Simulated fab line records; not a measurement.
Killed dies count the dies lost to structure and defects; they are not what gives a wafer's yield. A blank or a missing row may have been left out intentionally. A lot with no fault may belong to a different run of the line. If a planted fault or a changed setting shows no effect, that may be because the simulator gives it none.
What tool caused it?    flow n5-finfet    route of 1938 steps, sampled at 1 step: 11 lots, 30 wafers

## WHAT EACH GAUGE READ, for each wafer
N5_BEOL_M9_INSPECT_13: inspects for defects (brightfield).
lot   measured      on                 raw-defect-count
L727  day 9 19:23   defect-inspect-01  551 364 388
L726  day 9 23:46   defect-inspect-02  337 444 344
L733  day 11 12:35  defect-inspect-02  221 384
L735  day 11 16:01  defect-inspect-02  292 304
L736  day 12 18:34  defect-inspect-02  331 340
L739  day 12 23:28  defect-inspect-02  367 278 425
L743  day 14 08:09  defect-inspect-01  574 493 343
L746  day 14 15:33  defect-inspect-01  509 433 431
L744  day 14 20:35  defect-inspect-01  455 394 407
L747  day 14 23:45  defect-inspect-01  388 378 300
L749  day 15 06:26  defect-inspect-02  432 446 578

## WHICH TOOL RAN EACH LOT (tool, then ch and the chambers of the sampled wafers, then the start)
No process step before these readings appears in the record.

## THE ANSWER, worked out from the rows above alone
Rule: the usual values come from the lots themselves. The widest of any qualifying gaps counts: lots, ordered by their means at a reading, are off when they make up no more than a third of the lots, leave a main group of 4 or more, and stand apart from it by 3 or more times the standard deviation of that group's means. The tables above print the reading to a certain number of digits; a main group whose means all agree to those digits is not used. Also off: a lot with no number at a reading for which 4 or more lots have one. All remaining lots with rows at the step are treated as sound.
No lot is off on any of the readings shown, so nothing can be concluded from this.

## WHAT WAS PUT IN BY THE SIMULATOR
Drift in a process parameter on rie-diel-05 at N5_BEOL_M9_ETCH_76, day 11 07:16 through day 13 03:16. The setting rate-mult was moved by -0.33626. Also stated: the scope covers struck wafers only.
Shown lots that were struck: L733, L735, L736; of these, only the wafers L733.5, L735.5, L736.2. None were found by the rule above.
